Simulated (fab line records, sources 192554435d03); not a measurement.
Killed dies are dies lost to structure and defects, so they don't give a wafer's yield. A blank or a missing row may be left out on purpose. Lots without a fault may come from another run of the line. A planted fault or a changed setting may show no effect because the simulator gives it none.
Split-lot experiment | flow n5_finfet | 7 lots, 21 wafers read, on a route of 1938 steps

THE SPLIT
At N5_FIN_SAQP_PEB_14 (peb time 60 s), the setting peb_time_s was moved away from the recipe's 60 s on 7 of the 21 wafers read, by -19.7% to +11.8%. The other wafers ran this setting at the recipe's value.

FROM THE SPLIT TO THE READING: what the file shows between them, 1 step
- N5_FIN_SAQP_DEVELOP_15: develop time 30 s

THE READING
cd_nm, in nm, at N5_FIN_SAQP_CD_MEAS_16 (target cd 35.6 nm). Fault-free wafers of this fab line usually give 35.61 nm, standard deviation 0.29 nm.

wafer  | tool, chamber at the split | peb_time_s as run, s | against the recipe | cd_nm, nm | against lot-mates on the recipe
L075.1 | litho_track-04, 0          | 60                   | recipe             | 35.75     | -
L075.3 | litho_track-04, 0          | 60                   | recipe             | 35.93     | -
L075.4 | litho_track-04, 0          | 60                   | recipe             | 35.89     | -
L077.1 | litho_track-05, 0          | 64.66                | +7.8%              | 34.76     | -1.22
L077.2 | litho_track-05, 0          | 60                   | recipe             | 36.03     | -
L077.6 | litho_track-05, 0          | 60                   | recipe             | 35.92     | -
L083.3 | litho_track-05, 0          | 60                   | recipe             | 35.26     | -
L083.4 | litho_track-05, 0          | 48.18                | -19.7%             | 38.83     | +3.57
L083.6 | litho_track-05, 0          | 48.18                | -19.7%             | 38.85     | +3.59
L090.1 | litho_track-04, 0          | 60                   | recipe             | 35.48     | -
L090.4 | litho_track-04, 0          | 67.07                | +11.8%             | 34.08     | -1.40
L090.5 | litho_track-04, 0          | 67.07                | +11.8%             | 33.87     | -1.61
L091.1 | litho_track-03, 0          | 60                   | recipe             | 35.93     | -
L091.4 | litho_track-03, 0          | 60                   | recipe             | 35.67     | -
L091.5 | litho_track-03, 0          | 60                   | recipe             | 35.14     | -
L094.3 | litho_track-03, 0          | 60                   | recipe             | 35.25     | -
L094.5 | litho_track-03, 0          | 60                   | recipe             | 35.14     | -
L094.6 | litho_track-03, 0          | 60                   | recipe             | 35.24     | -
L095.2 | litho_track-04, 0          | 64.89                | +8.1%              | 34.70     | -0.93
L095.4 | litho_track-04, 0          | 60                   | recipe             | 35.63     | -
L095.6 | litho_track-04, 0          | 64.89                | +8.1%              | 34.73     | -0.90

THE FIT
A straight line over all 21 wafers: cd_nm changes by -0.15 nm for each +1% of peb_time_s; r = -0.97; the points scatter about the line by 0.31 nm.
The same after taking each lot's own level away (the mean of its wafers on the recipe; 21 wafers): -0.162 nm for each +1%; r = -0.98; scatter 0.24 nm.
On that fit, the largest move of peb_time_s shifts the reading by 3.2 nm.
The lots' own levels span 35.210 to 35.975 nm, that is 2.6 times the standard deviation above.
So the lot-to-lot level changes the slope little: the two slopes agree.
Check: with one of the wafers moved furthest among these (-19.7%) left out of the fit, the line predicts +3.15 nm for it against its lot-mates. It came out at +3.57 nm against them.

OTHER SPLITS ON THESE WAFERS
These wafers also went through other splits before the reading. Each is held against what the fit with the lots' levels taken away leaves over:
other split on the same wafers                    | wafers away from the commonest value | r with cd_nm (lot level and that fit taken away)
N5_WELL_APT_PEB_06 peb_temp_c                     | 5                                    | -0.18
N5_WELL_APT_DEVELOP_07 develop_time_s             | 6                                    | +0.00
N5_PMOS_HMC_CHANNEL_EPI_PEB_07 peb_time_s         | 7                                    | +0.09
N5_PMOS_HMC_CHANNEL_EPI_DEVELOP_08 develop_time_s | 5                                    | +0.01
N5_FIN_SAQP_PECVD_48 time_s                       | 6                                    | +0.43

THE FILE'S OWN FIT
cd_nm changes by -0.161 nm for each +1% of peb_time_s, r = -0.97.
